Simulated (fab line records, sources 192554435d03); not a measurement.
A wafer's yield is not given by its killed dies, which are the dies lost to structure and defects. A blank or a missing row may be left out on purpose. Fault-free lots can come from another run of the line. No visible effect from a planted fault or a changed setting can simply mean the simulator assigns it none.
Which tool is to blame?    flow n5-finfet    Sampling: 24 lots, 72 wafers, 2 of 1938 route steps

WHAT EACH GAUGE READ, for each wafer
N5_BEOL_M4_OCD_MEAS_38. Usual: trench-depth-nm at 55.1 nm, with a standard deviation of 1.
lot   measured      on      trench-depth-nm (nm)  flag
L074  day 7 20:26   ocd-02  54.7 54.1 54.0        
L075  day 7 21:11   ocd-02  56.3 54.3 56.2        
L076  day 8 02:53   ocd-02  54.5 55.0 54.6        
L077  day 8 12:05   ocd-02  54.1 56.1 55.6        
L078  day 8 17:44   ocd-02  56.3 55.7 54.4        
L079  day 8 23:23   ocd-02  54.9 54.9 54.2        
L080  day 9 04:35   ocd-02  56.0 54.3 54.0        
L083  day 10 22:30  ocd-02  53.5 54.5 56.5        
L081  day 10 00:10  ocd-02  53.5 54.3 56.8        
L082  day 11 09:59  ocd-02  53.8 54.0 55.0        
L085  day 11 10:00  ocd-02  56.0 55.5 56.1        
L084  day 11 17:01  ocd-01  54.0 56.5 54.4        
L086  day 11 15:08  ocd-01  55.7 55.0 55.9        
L087  day 11 17:08  ocd-01  53.9 54.1 52.7        
L089  day 12 18:23  ocd-01  54.6 55.5 57.1        
L090  day 13 10:23  ocd-02  54.4 54.9 52.9        
L088  day 12 19:49  ocd-01  55.2 55.6 56.2        
L091  day 12 23:16  ocd-02  54.8 54.0 57.1        
L094  day 13 03:07  ocd-01  55.1 54.3 55.4        
L093  day 13 16:24  ocd-02  54.6 57.1 54.6        
L096  day 13 19:55  ocd-01  54.7 56.1 54.4        
L092  day 14 01:12  ocd-02  55.5 54.3 55.2        
L095  day 14 01:14  ocd-02  54.6 56.1 56.1        
L097  day 14 08:54  ocd-01  54.1 55.9 55.6        

WHICH TOOL RAN EACH LOT (tool, then ch and the chambers of the sampled wafers, then the start)
lot   N5_BEOL_M3_SPUTTER_94
L074  pvd-sputter-01, day 7 08:50
L075  pvd-sputter-02, day 7 13:52
L076  pvd-sputter-01, day 7 14:05
L077  pvd-sputter-02, day 8 02:10
L078  pvd-sputter-01, day 8 02:26
L079  pvd-sputter-03, day 8 10:23
L080  pvd-sputter-03, day 8 19:40
L083  pvd-sputter-03, day 9 15:46
L081  pvd-sputter-01, day 9 15:56
L082  pvd-sputter-03, day 9 20:52
L085  pvd-sputter-02, day 10 02:54
L084  pvd-sputter-03, day 10 06:37
L086  pvd-sputter-02, day 10 11:31
L087  pvd-sputter-03, day 10 20:23
L089  pvd-sputter-02, day 11 17:12
L090  pvd-sputter-01, day 12 08:50
L088  pvd-sputter-02, day 12 13:37
L091  pvd-sputter-03, day 12 17:23
L094  pvd-sputter-03, day 12 19:13
L093  pvd-sputter-01, day 12 22:35
L096  pvd-sputter-03, day 12 23:13
L092  pvd-sputter-02, day 13 02:00
L095  pvd-sputter-02, day 13 09:58
L097  pvd-sputter-02, day 13 22:22
- N5_BEOL_M3_SPUTTER_94: material Cu, target thk 4.5 nm, time 8.29 s.

AS READ BY THE TOOLS THEMSELVES (means over the sampled wafers that have a number; for cases with no such wafer, the mark the record gives instead)
N5_BEOL_M3_SPUTTER_94. Usual: throttle-valve-pct at 30.1 %, with a standard deviation of 1.
lot   tool            throttle-valve-pct (%)  flag
L074  pvd-sputter-01  30.9                    
L075  pvd-sputter-02  28.9                    
L076  pvd-sputter-01  30.7                    
L077  pvd-sputter-02  30.0                    
L078  pvd-sputter-01  30.4                    
L079  pvd-sputter-03  30.2                    
L080  pvd-sputter-03  29.4                    
L083  pvd-sputter-03  29.2                    
L081  pvd-sputter-01  29.9                    
L082  pvd-sputter-03  30.4                    
L085  pvd-sputter-02  30.7                    
L084  pvd-sputter-03  29.6                    
L086  pvd-sputter-02  30.1                    
L087  pvd-sputter-03  29.7                    
L089  pvd-sputter-02  31.1                    
L090  pvd-sputter-01  30.5                    
L088  pvd-sputter-02  30.1                    
L091  pvd-sputter-03  29.7                    
L094  pvd-sputter-03  30.1                    
L093  pvd-sputter-01  31.1                    
L096  pvd-sputter-03  29.6                    
L092  pvd-sputter-02  29.4                    
L095  pvd-sputter-02  30.0                    
L097  pvd-sputter-02  30.1                    

THE ANSWER, worked out from the rows above alone
Rule: a lot is off if the mean of its wafers that have a number lies more than 3 standard deviations from the usual mean. A lot without any number at a reading at which 4 lots or more have one is off too. All remaining lots with rows at the step are treated as sound. The gauges are gone through in route order, then the tools' own readings, and for those a lot's mean is taken as printed above. At the first step where some lot is off, the reading lying furthest off is the one used; lots without a number count as furthest.
No lot is off on any of the readings shown, so nothing can be concluded from this.

WHAT THE SIMULATOR HAD PUT IN
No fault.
